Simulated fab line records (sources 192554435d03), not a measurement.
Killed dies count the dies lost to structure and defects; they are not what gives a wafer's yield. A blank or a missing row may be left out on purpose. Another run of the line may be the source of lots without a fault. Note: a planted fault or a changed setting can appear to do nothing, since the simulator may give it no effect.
Matching of chambers | flow n5-finfet | pecvd-02 running N5_BEOL_M1_PECVD_72: 3 sister chambers
The step deposits SiO2 from TEOS/O2, target thk 16 nm, time 18 s. 22 wafers are shown with their chamber, then 11 later ones without.

## EACH WAFER AND ITS CHAMBER
wafer  | chamber | showerhead-plenum-p-Torr (Torr) | throttle-valve-pct (%) | heater-power-w (W)
L080.1 | 1       | 8.77                            | 21.6                   | 672
L080.2 | 0       | 8.91                            | 22.2                   | 831
L080.3 | 2       | 8.77                            | 20.7                   | 721
L080.4 | 1       | 8.78                            | 21.9                   | 662
L080.5 | 0       | 8.92                            | 22.4                   | 806
L080.6 | 2       | 8.77                            | 20.8                   | 741
L081.2 | 2       | 8.77                            | 20.5                   | 831
L081.4 | 1       | 8.74                            | 21.8                   | 706
L081.6 | 1       | 8.77                            | 21.9                   | 687
L091.3 | 0       | 8.90                            | 22.6                   | 867
L091.4 | 2       | 8.77                            | 20.2                   | 740
L091.6 | 1       | 8.75                            | 21.6                   | 757
L093.1 | 0       | 8.89                            | 22.7                   | 700
L093.2 | 1       | 8.77                            | 21.5                   | 751
L093.3 | 2       | 8.78                            | 20.5                   | 715
L093.4 | 0       | 8.87                            | 22.3                   | 692
L093.5 | 1       | 8.76                            | 21.8                   | 754
L093.6 | 2       | 8.77                            | 20.8                   | 720
L095.2 | 2       | 8.80                            | 20.8                   | 759
L095.3 | 0       | 8.91                            | 22.5                   | 701
L095.6 | 1       | 8.76                            | 21.4                   | 765
L096.1 | 1       | 8.76                            | 21.5                   | 664

SIGNATURES (averages over the wafers above)
reading                  | chamber 0 | chamber 1 | chamber 2 | scatter within a chamber
showerhead-plenum-p-Torr | 8.9000    | 8.7622    | 8.7757    | 0.0136
throttle-valve-pct       | 22.450    | 21.667    | 20.614    | 0.2
heater-power-w           | 766.17    | 713.11    | 746.71    | 53.8
Rule: a wafer's distance from a chamber is the root of the sum, over the readings, of the square of ((its reading less the chamber's mean) divided by the reading's scatter). The wafer belongs to the nearest chamber; if the next one is less than 2 further off, it can't be placed. The scatter: the root of (the sum of the squares of (reading less its chamber's mean) over the shown wafers, divided by (wafers less chambers)).

## WAFERS WITH NO CHAMBER GIVEN
wafer  | showerhead-plenum-p-Torr (Torr) | throttle-valve-pct (%) | heater-power-w (W)
L096.2 | 8.89                            | 22.6                   | 786
L096.3 | 8.75                            | 21.0                   | 716
L096.4 | 8.76                            | 20.8                   | 779
L096.5 | 8.90                            | 22.5                   | 779
L096.6 | 8.76                            | 21.6                   | 654
L097.1 | 8.90                            | 22.6                   | 835
L097.2 | 8.76                            | 21.8                   | 691
L097.3 | 8.77                            | 20.4                   | 696
L097.4 | 8.90                            | 22.8                   | 817
L097.5 | 8.76                            | 21.4                   | 684
L097.6 | 8.77                            | 20.8                   | 741

## EACH ONE'S CHAMBER
wafer  | from the rows above     | in truth
L096.2 | 0                       | 0
L096.3 | can't be placed: 2 or 1 | 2
L096.4 | 2                       | 2
L096.5 | 0                       | 0
L096.6 | 1                       | 1
L097.1 | 0                       | 0
L097.2 | 1                       | 1
L097.3 | 2                       | 2
L097.4 | 0                       | 0
L097.5 | 1                       | 1
L097.6 | 2                       | 2
Correctly placed: 10 of 11. Can't be placed from these rows: 1 (the true chamber is among the candidates in 1). Wrongly placed: 0.
